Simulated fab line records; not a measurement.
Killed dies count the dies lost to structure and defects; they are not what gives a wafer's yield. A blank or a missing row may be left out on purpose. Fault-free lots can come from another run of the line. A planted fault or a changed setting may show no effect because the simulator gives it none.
A struck lot beside a sound one + flow n5Finfet + 15 out of 1938 route steps
Sound: these wafers, L169.4, L169.5, L169.6. Struck: wafers L162.1, L162.2, L162.5. The cause is named last.
Order at every step that has rows: each side's tool, ch and its chambers, its first start. Under that, the readings that differ: sound wafers + struck wafers + difference of the means + sigmas: that difference in standard deviations of wafers without a fault.
alike: same words and numbers on both sides, and readings whose means sit less than 2 such deviations apart. not compared: any withheld reading, any reading some wafer has no value for, any bound like >300 that may hide the same value, and any number with overlapping values for which the record gives no deviation.
A row with sigmas, a row that says differs or no value, or rows on one side alone: a step with any of these is where the two part. Numbers that don't overlap but have no deviation are shown without sigmas and don't part them. Lack of a reading on every wafer of one side parts them only where that side has two or more wafers.

first, 1 step without rows for these wafers: N5_PASSIVATION_HARDBAKE_31 (time 120 s).
N5_PASSIVATION_CD_MEAS_30: target cd 4000 nm.
  sound on cdSem-03 ch 0, day 17 18:20; struck on cdSem-01 ch 0, day 16 08:24
  alike: cdNm
N5_PASSIVATION_OVL_MEAS_63:
  sound on overlay-02 ch 0, day 17 18:22; struck on overlay-01 ch 0, day 16 08:26
  alike: PAD_OVL
N5_PASSIVATION_INSPECT_64: inspects for defects (macro).
  sound: defectInspect-01 at day 17 18:23; struck: defectInspect-01 at day 16 08:27
  alike: rawDefectCount
N5_PASSIVATION_DESCUM_32: chemistry O2, time 7.9 s.
  sound on rieDiel-04 ch 1,2,3, day 17 18:25; struck on rieDiel-04 ch 0,1, day 16 08:42
  alike: drypumpMotorCurrentA, oesProductAu, rfVppV, showerheadPlenumPTorr, throttleValvePct
  not compared: rfHoursCounterH
N5_PASSIVATION_AL_ETCH_33: etches Al in Cl2/BCl3, stops on TaN, target depth 2800 nm, time 466.7 s.
  sound on rieMetal-03 ch 0,1, day 17 18:38; struck on rieMetal-02 ch 0,1, day 16 08:48
  alike: drypumpMotorCurrentA, oesProductAu, throttleValvePct
  not compared: rfHoursCounterH
N5_PASSIVATION_ETCH_59: etches TaN in Cl2/BCl3, target depth 65 nm, time 34.9 s.
  sound on rieMetal-03 ch 0,1, day 17 18:56; struck on rieMetal-02 ch 0,1, day 16 09:12
  alike: drypumpMotorCurrentA, oesProductAu, throttleValvePct
  not compared: rfHoursCounterH
N5_PASSIVATION_STRIP_34: strips in O2.
  sound on rieDiel-03 ch 0,1, day 17 19:02; struck on rieDiel-03 ch 1,2,3, day 16 09:19
  alike: drypumpMotorCurrentA, oesProductAu, rfVppV, showerheadPlenumPTorr, throttleValvePct
  not compared: rfHoursCounterH
then, 4 steps without rows for these wafers: N5_PASSIVATION_STRIP_51 (strips in post etch residue remover, time 1200 s); N5_PASSIVATION_CLEAN_69 (cleans in IPA, time 180 s); N5_PASSIVATION_SRD_70 (time 30 s); N5_PASSIVATION_PECVD_53 (deposits SiO2 from TEOS/O2, target thk 800 nm, time 169.4 s).
N5_PASSIVATION_PECVD_35: deposits SiNx from SiH4/NH3/N2, target thk 700 nm, time 151.3 s.
  sound on pecvd-01 ch 0,2, day 17 19:45; struck on pecvd-04 ch 1,2, day 16 09:55
  no value came back on the struck wafers for any of 6 readings (chamberPressureTorr (Torr), heaterPowerOuterW (W) and others); on the sound wafers chamberPressureTorr (Torr) reads 4.890 4.892 4.898
then, 1 step without rows for these wafers: N5_PASSIVATION_HMDS_37 (time 60 s).
N5_PASSIVATION_PROBE_49:
  sound: prober-02 at day 17 23:41; struck: prober-01 at day 16 13:38
  alike: defectLimitedYield, killed_at_M0_to_M3, killed_at_M4_up, killedAtContacts, killedAtFrontEnd, killedAtOther, killedDies, killedOpen, killedShort, sort_bin_5_function, sort_bin_6_memory, sort_bin_8_speed, sortNPass, sortYieldPct

## WHERE THEY PART
At N5_PASSIVATION_PECVD_35 and nowhere else, as far as this record goes. Later steps at which nothing parts them and some readings are alike: N5_PASSIVATION_PROBE_49.

WHY: what had been put in by the simulator
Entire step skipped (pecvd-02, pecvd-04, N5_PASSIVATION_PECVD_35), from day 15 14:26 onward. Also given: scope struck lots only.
